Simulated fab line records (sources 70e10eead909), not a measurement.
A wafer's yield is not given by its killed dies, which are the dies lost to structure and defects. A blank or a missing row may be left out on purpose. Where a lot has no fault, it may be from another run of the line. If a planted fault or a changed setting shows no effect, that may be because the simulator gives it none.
What tool caused it?    flow nand-harc    6 lots with 18 wafers sampled at 3 steps, on a route of 1302 steps

## WHAT THE GAUGES READ, wafer by wafer
NHARC_A_CHANNEL_HOLE_D1_CD_MEAS_18.
lot   measured      on         cd-nm (nm)
L970  day 9 17:59   cd-sem-01  99.2 102.0 98.5
L973  day 11 05:25  cd-sem-02  98.0 99.7 103.4
L976  day 12 10:14  cd-sem-01  99.0 98.6 98.9
L980  day 13 22:47  cd-sem-01  96.6 101.2 101.8
L983  day 15 10:49  cd-sem-03  101.9 101.2 104.7
L990  day 18 07:48  cd-sem-03  98.5 96.0 99.7

## TOOL THAT RAN EACH LOT (tool first, then ch and the chambers of the sampled wafers, then the start)
lot   NHARC_A_CHANNEL_HOLE_D1_EXPOSE_07   NHARC_A_CHANNEL_HOLE_D1_ETCH_34
L970  arfi-scanner-02 ch 0, day 9 16:05   rie-diel-13 ch 1,3, day 9 17:59 or earlier
L973  arfi-scanner-01 ch 0, day 11 04:00  rie-diel-13 ch 0,1,3, day 11 05:25 or earlier
L976  arfi-scanner-01 ch 0, day 12 08:47  rie-diel-13 ch 0,1,3, day 12 10:14 or earlier
L980  arfi-scanner-02 ch 0, day 13 21:22  rie-diel-13 ch 0,1,2, day 13 22:47 or earlier
L983  arfi-scanner-02 ch 0, day 15 09:23  rie-diel-05 ch 2,3, day 15 10:49 or earlier
L990  arfi-scanner-01 ch 0, day 18 06:22  rie-diel-13 ch 0,3, day 18 07:48 or earlier
- NHARC_A_CHANNEL_HOLE_D1_EXPOSE_07: exposes mask HOLE D1, target cd 100 nm.
- NHARC_A_CHANNEL_HOLE_D1_ETCH_34: etches the open film in CF4/CHF3, target depth 154 nm, time 77 s.

## THE ANSWER, worked out from the rows above alone
Rule: the usual values come from the lots themselves. The widest of any qualifying gaps counts: lots, ordered by their means at a reading, are off when they make up no more than a third of the lots, leave a main group of 4 or more, and stand apart from it by 3 or more times the standard deviation of that group's means. If all means in a main group match to the digits the tables above print for the reading, that group is not used. Also off: a lot with no number at a reading for which 4 or more lots have one. The other lots that the step has rows for count as sound.
Nothing can be told from this: no lot is off at any reading shown.

## WHAT HAD BEEN PUT IN BY THE SIMULATOR
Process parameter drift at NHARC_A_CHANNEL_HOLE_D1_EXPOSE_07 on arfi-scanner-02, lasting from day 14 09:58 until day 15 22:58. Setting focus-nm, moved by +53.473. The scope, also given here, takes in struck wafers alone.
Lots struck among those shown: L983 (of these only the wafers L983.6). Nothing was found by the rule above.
